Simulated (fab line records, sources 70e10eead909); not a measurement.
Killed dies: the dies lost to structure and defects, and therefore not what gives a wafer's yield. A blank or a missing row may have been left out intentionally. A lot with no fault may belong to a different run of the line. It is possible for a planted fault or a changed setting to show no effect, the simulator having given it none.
Comparing a struck lot with a sound one :: flow nand-harc :: 14 out of 1159 route steps
Sound: the wafers L180.2, L180.4, L180.5. Wafers L195.2, L195.4, L195.5 were the ones struck. The cause comes at the end.
Order at every step that has rows: each side's tool, ch and its chambers, its first start. Under that, the readings that differ: sound wafers :: struck wafers :: difference of the means :: sigmas: that difference in standard deviations of wafers without a fault.
alike: readings whose means differ by less than 2 such deviations, and words and numbers that are the same on both sides. not compared: withheld readings, readings that some wafer has no value for, bounds like >300 that may hide the same value, and numbers for which the record gives no deviation and whose values overlap.
A row with sigmas, a row that says differs or no value, or rows on one side alone: a step with any of these is where the two part. Non-overlapping numbers with no deviation appear without sigmas and do not part them. A reading that every wafer of one side lacks parts them only if that side has two wafers or more.

first, 1 step without rows for these wafers: NHARC_THIN_TSV_HARDBAKE_13 (time 80 s).
NHARC_THIN_TSV_DESCUM_14: chemistry O2, time 3 s.
  sound on rie-diel-08 ch 0,1,3, day 19 05:17; struck on rie-diel-08 ch 2,3, day 23 07:56
  alike: drypump-motor-current-A, oes-product-au, rf-vpp-V, showerhead-plenum-p-Torr, throttle-valve-pct
  not compared: rf-hours-counter-h
then, 2 steps without rows for these wafers: NHARC_THIN_TSV_ETCH_44 (etches the open film in CF4/O2, target depth 1594.2 nm, time 797.1 s); NHARC_THIN_TSV_ETCH_15 (target depth 3000 nm, bosch target overetch cycles 2, bosch etch step 2.8 s).
NHARC_THIN_TSV_CD_MEAS_16:
  sound on cd-sem-01, day 19 06:05; struck on cd-sem-01, day 23 08:43
  alike: cd-nm
then, 3 steps without rows for these wafers: NHARC_THIN_TSV_STRIP_45 (strips in O2); NHARC_THIN_TSV_STRIP_46 (strips in post etch residue remover, time 1200 s); NHARC_THIN_TSV_DEP_47 (deposits SiO2, target thk 200 nm).
NHARC_THIN_TSV_ETCHBACK_48: etches the open film in C4F8/Ar, target depth 1028.5 nm, time 405.17 s.
  sound on rie-diel-13 ch 0,1,2, day 19 08:06; struck on rie-diel-08 ch 2,3, day 23 10:04
  alike: bias-w, oes-product-au, rf-vpp-V
  not compared: rf-hours-counter-h
NHARC_THIN_TSV_STRIP_62: strips in N2/H2, time 20 s.
  sound on plasma-asher-01 ch 0, day 19 08:25; struck on plasma-asher-01 ch 0, day 23 10:56
reading: temp-c (C)
sound: 250.33 250.36 250.26
struck: 249.76 250.05 249.90
difference: -0.41
sigmas: -2
  alike: drypump-motor-current-A, heater-power-w
  not compared: rf-hours-counter-h
then, 1 step without rows for these wafers: NHARC_THIN_TSV_DEGAS_49 (time 120 s).
NHARC_THIN_TSV_PRE_CLEAN_50: time 30 s.
  sound on pvd-sputter-01; struck on pvd-sputter-03
  alike: heater-power-w
NHARC_THIN_TSV_PVD_19: deposits TaN, target thk 20 nm.
  sound on pvd-sputter-01, day 19 08:46; struck on pvd-sputter-03, day 23 11:14
  no value came back on the struck wafers for chamber-pressure-pa (Pa), throttle-valve-pct (%); on the sound wafers chamber-pressure-pa (Pa) reads 4.995 4.998 5.008
NHARC_THIN_TSV_PVD_51: deposits Cu, target thk 100 nm.
  sound on pvd-sputter-01; struck on pvd-sputter-03
  alike: chamber-pressure-pa, throttle-valve-pct

## WHERE THEY PART
At NHARC_THIN_TSV_STRIP_62 first; at NHARC_THIN_TSV_PVD_19 last (within this record only). Later steps at which nothing parts them and some readings are alike: NHARC_THIN_TSV_PVD_51.

WHY: the cause the simulator had injected
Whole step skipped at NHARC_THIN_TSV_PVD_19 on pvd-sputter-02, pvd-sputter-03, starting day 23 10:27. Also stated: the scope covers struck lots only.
